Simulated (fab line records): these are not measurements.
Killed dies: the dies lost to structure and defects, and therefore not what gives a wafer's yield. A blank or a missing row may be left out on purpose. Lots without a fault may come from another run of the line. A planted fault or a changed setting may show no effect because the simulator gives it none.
Comparing a struck lot with a sound one :: flow n5-finfet :: 20 out of 1938 route steps
Sound: these wafers, L802.1, L802.4, L802.5. Struck: wafer L815.1 (left out: L815.3, L815.4 of the same lot, which were not struck); the cause appears at the end.
Per side, at each step with rows, come the tool, then ch with its chambers, and then its first start. Under that, the readings that differ: sound wafers :: struck wafers :: difference of the means :: sigmas: that difference in standard deviations of wafers without a fault.
alike: same words and numbers on both sides, and readings whose means sit less than 2 such deviations apart. not compared: any withheld reading, any reading some wafer has no value for, any bound like >300 that may hide the same value, and any number with overlapping values for which the record gives no deviation.
The two part at a step that has a row with sigmas, a row that says differs or no value, or rows on one side only. Non-overlapping numbers with no deviation appear without sigmas and do not part them. A reading missing from all wafers of one side parts the sides only when that side holds two or more wafers.

first, 1 step without rows for these wafers: N5_BEOL_M14_ETCH_67 (etches SiARC in CF4, target depth 143 nm, time 238.3 s).
N5_BEOL_M14_ETCH_68: etches SOC in N2/H2, time 450 s.
  sound on rie-diel-02 ch 0,1, day 11 11:33; struck on rie-diel-03 ch 0, day 14 21:52
reading: rf-vpp-V (V)
sound: 519.0 520.9 519.3
struck: 525.2
difference: +5.5
sigmas: +2

reading: throttle-valve-pct (%)
sound: 18.4 18.3 18.4
struck: 17.3
difference: -1.1
sigmas: -3
  alike: drypump-motor-current-A, oes-product-au, showerhead-plenum-p-Torr
  not compared: rf-hours-counter-h
then, 1 step without rows for these wafers: N5_BEOL_M14_STRIP_69 (strips in N2/H2).
N5_BEOL_M14_TRENCH_ETCH_34: etches SiO2 in C4F8/O2/Ar, target depth 556.65 nm, time 126.9 s.
  sound on rie-diel-02 ch 0,1, day 11 11:50; struck on rie-diel-03 ch 0, day 14 22:08
reading: showerhead-plenum-p-Torr (Torr)
sound: 3.24 3.34 3.24
struck: 3.51
difference: +0.24
sigmas: +2
  alike: drypump-motor-current-A, oes-product-au, rf-vpp-V, throttle-valve-pct
  not compared: rf-hours-counter-h
then, 1 step without rows for these wafers: N5_BEOL_M14_STRIP_70 (strips in C4F8/O2/Ar).
N5_BEOL_M14_OCD_MEAS_35:
  struck on ocd-01, day 14 22:18; sound on ocd-02, day 11 11:59
reading: trench-depth-nm (nm)
sound: 525 548 524
struck: 569
difference: +37
sigmas: +2
then, 4 steps without rows for these wafers: N5_BEOL_M14_STRIP_37 (strips in O2); N5_BEOL_M14_ETCH_38 (etches SiCN in CF4/N2, target depth 106.5 nm, time 120.6 s); N5_BEOL_M14_PRECLEAN_39 (cleans in residue remover, time 60 s); N5_BEOL_M14_SRD_40 (time 30 s, dry time 30 s).
N5_BEOL_M14_DEGAS_41: time 60 s.
  struck on pvd-sputter-02, day 15 00:46; sound on pvd-sputter-02, day 11 14:22
  alike: heater-power-w
N5_BEOL_M14_PRE_CLEAN_42: time 30 s.
  struck on pvd-sputter-02, day 15 00:48; sound on pvd-sputter-02, day 11 14:25
  alike: heater-power-w
N5_BEOL_M14_SPUTTER_43: material TaN, target thk 15 nm, time 24.19 s.
  struck on pvd-sputter-02, day 15 00:50; sound on pvd-sputter-02, day 11 14:27
reading: model.TaN_of_BEOL_M14_SPUTTER_43.thk-nm (nm)
sound: 15.2 14.8 14.6
struck: 9.6
difference: -5.3
sigmas: 
  alike: throttle-valve-pct
then, 3 steps without rows for these wafers: N5_BEOL_M14_SPUTTER_44 (material Ta, target thk 15 nm, time 24.19 s); N5_BEOL_M14_SPUTTER_45 (material Cu, target thk 100 nm, time 16.67 s); N5_BEOL_M14_ECD_47 (material Cu, target thk 1248 nm).
N5_BEOL_M14_ANNEAL_48: time 90 s.
  sound on rtp-anneal-02 ch 0, day 11 14:55; struck on rtp-anneal-02 ch 0, day 15 01:19
  alike: wafer_temp_C_max
N5_BEOL_M14_CMP_49: polishes, stops on SiO2, t overpolish 5.2 s, target thk 560 nm.
  sound on cmp-02 ch 0,1,2, day 11 15:13; struck on cmp-01 ch 0, day 15 01:37
reading: barrier-field-endpoint-s (s)
sound: 11.1 11.2 10.7
struck: 9.4
difference: -1.6
sigmas: -4
  alike: motor-current-A
N5_BEOL_M14_THK_MEAS_50: measures by xrf.
  struck on film-metro-01, day 15 01:54; sound on film-metro-01, day 11 15:31
reading: M14_THK (nm)
sound: 545 570 542
struck: 595
difference: +43
sigmas: +2
N5_PASSIVATION_PROBE_49:
  rows exist in the record for the struck wafers here (prober-02, day 15 22:05), but not for the sound ones

== WHERE THEY PART ==
Earliest at N5_BEOL_M14_ETCH_68; latest, in this record, at N5_PASSIVATION_PROBE_49.

WHY: what the simulator had put in
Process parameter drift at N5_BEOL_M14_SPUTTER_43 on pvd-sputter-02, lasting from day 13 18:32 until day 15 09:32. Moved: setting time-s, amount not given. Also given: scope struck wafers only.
